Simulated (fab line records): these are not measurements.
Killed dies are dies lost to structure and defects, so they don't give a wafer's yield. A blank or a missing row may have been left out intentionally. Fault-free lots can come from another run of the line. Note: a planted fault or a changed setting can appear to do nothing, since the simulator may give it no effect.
Matching of chambers / flow n5-finfet / rie-diel-04 running N5_BEOL_M4_ETCH_70: 4 sister chambers
The step etches SOC in N2/H2, target depth 80 nm, overetch 24 nm, time 130 s. 16 wafers are shown with their chamber, then 8 later ones without.

## WAFERS, EACH WITH ITS CHAMBER
wafer=L076.2; chamber=0; throttle-valve-pct (%)=17.25; drypump-motor-current-A (A)=6.3; showerhead-plenum-p-Torr (Torr)=2.58
wafer=L076.3; chamber=1; throttle-valve-pct (%)=18.03; drypump-motor-current-A (A)=5.5; showerhead-plenum-p-Torr (Torr)=2.52
wafer=L076.6; chamber=1; throttle-valve-pct (%)=18.01; drypump-motor-current-A (A)=5.5; showerhead-plenum-p-Torr (Torr)=2.52
wafer=L080.1; chamber=0; throttle-valve-pct (%)=17.26; drypump-motor-current-A (A)=6.3; showerhead-plenum-p-Torr (Torr)=2.58
wafer=L080.4; chamber=3; throttle-valve-pct (%)=17.86; drypump-motor-current-A (A)=5.5; showerhead-plenum-p-Torr (Torr)=2.56
wafer=L080.6; chamber=2; throttle-valve-pct (%)=17.51; drypump-motor-current-A (A)=5.2; showerhead-plenum-p-Torr (Torr)=2.57
wafer=L083.1; chamber=0; throttle-valve-pct (%)=17.29; drypump-motor-current-A (A)=6.2; showerhead-plenum-p-Torr (Torr)=2.58
wafer=L083.2; chamber=2; throttle-valve-pct (%)=17.53; drypump-motor-current-A (A)=5.1; showerhead-plenum-p-Torr (Torr)=2.57
wafer=L083.4; chamber=3; throttle-valve-pct (%)=17.87; drypump-motor-current-A (A)=5.5; showerhead-plenum-p-Torr (Torr)=2.55
wafer=L082.2; chamber=0; throttle-valve-pct (%)=17.28; drypump-motor-current-A (A)=6.3; showerhead-plenum-p-Torr (Torr)=2.58
wafer=L082.3; chamber=2; throttle-valve-pct (%)=17.51; drypump-motor-current-A (A)=5.2; showerhead-plenum-p-Torr (Torr)=2.57
wafer=L082.6; chamber=3; throttle-valve-pct (%)=17.85; drypump-motor-current-A (A)=5.5; showerhead-plenum-p-Torr (Torr)=2.55
wafer=L086.2; chamber=2; throttle-valve-pct (%)=17.54; drypump-motor-current-A (A)=5.1; showerhead-plenum-p-Torr (Torr)=2.57
wafer=L086.3; chamber=1; throttle-valve-pct (%)=18.02; drypump-motor-current-A (A)=5.5; showerhead-plenum-p-Torr (Torr)=2.51
wafer=L086.5; chamber=3; throttle-valve-pct (%)=17.87; drypump-motor-current-A (A)=5.5; showerhead-plenum-p-Torr (Torr)=2.55
wafer=L091.2; chamber=2; throttle-valve-pct (%)=17.55; drypump-motor-current-A (A)=5.1; showerhead-plenum-p-Torr (Torr)=2.56

SIGNATURES (averages over the wafers above)
reading=throttle-valve-pct; chamber 0=17.2700; chamber 1=18.0200; chamber 2=17.5280; chamber 3=17.8625; scatter within a chamber=0.0152
reading=drypump-motor-current-A; chamber 0=6.275; chamber 1=5.500; chamber 2=5.140; chamber 3=5.500; scatter within a chamber=0.0403
reading=showerhead-plenum-p-Torr; chamber 0=2.5800; chamber 1=2.5167; chamber 2=2.5680; chamber 3=2.5525; scatter within a chamber=0.0043
Rule: for a wafer and a chamber, the distance is found by dividing, reading by reading, the gap between the wafer's reading and the chamber's mean by the reading's scatter, squaring, summing and taking the root. The wafer belongs to the nearest chamber; if the next one is less than 2 further off, it can't be placed. How the scatter is found: for the shown wafers, subtract from each reading the mean of its chamber, square and add these, divide the total by (wafers less chambers), then take the root.

## WAFERS WITH NO CHAMBER GIVEN
wafer=L091.5; throttle-valve-pct (%)=17.54; drypump-motor-current-A (A)=5.1; showerhead-plenum-p-Torr (Torr)=2.56
wafer=L091.6; throttle-valve-pct (%)=18.05; drypump-motor-current-A (A)=5.4; showerhead-plenum-p-Torr (Torr)=2.51
wafer=L092.1; throttle-valve-pct (%)=17.56; drypump-motor-current-A (A)=5.1; showerhead-plenum-p-Torr (Torr)=2.56
wafer=L092.4; throttle-valve-pct (%)=17.31; drypump-motor-current-A (A)=6.3; showerhead-plenum-p-Torr (Torr)=2.57
wafer=L092.6; throttle-valve-pct (%)=17.32; drypump-motor-current-A (A)=6.3; showerhead-plenum-p-Torr (Torr)=2.57
wafer=L090.2; throttle-valve-pct (%)=17.87; drypump-motor-current-A (A)=5.5; showerhead-plenum-p-Torr (Torr)=2.54
wafer=L090.5; throttle-valve-pct (%)=18.06; drypump-motor-current-A (A)=5.5; showerhead-plenum-p-Torr (Torr)=2.51
wafer=L090.6; throttle-valve-pct (%)=17.58; drypump-motor-current-A (A)=5.2; showerhead-plenum-p-Torr (Torr)=2.56

## EACH ONE'S CHAMBER
wafer=L091.5; from the rows above=2; in truth=2
wafer=L091.6; from the rows above=1; in truth=1
wafer=L092.1; from the rows above=2; in truth=2
wafer=L092.4; from the rows above=0; in truth=0
wafer=L092.6; from the rows above=0; in truth=0
wafer=L090.2; from the rows above=3; in truth=3
wafer=L090.5; from the rows above=1; in truth=1
wafer=L090.6; from the rows above=2; in truth=2
Correct placement for 8 of the 8. From these rows, 0 cannot be placed. Placed wrongly: 0.
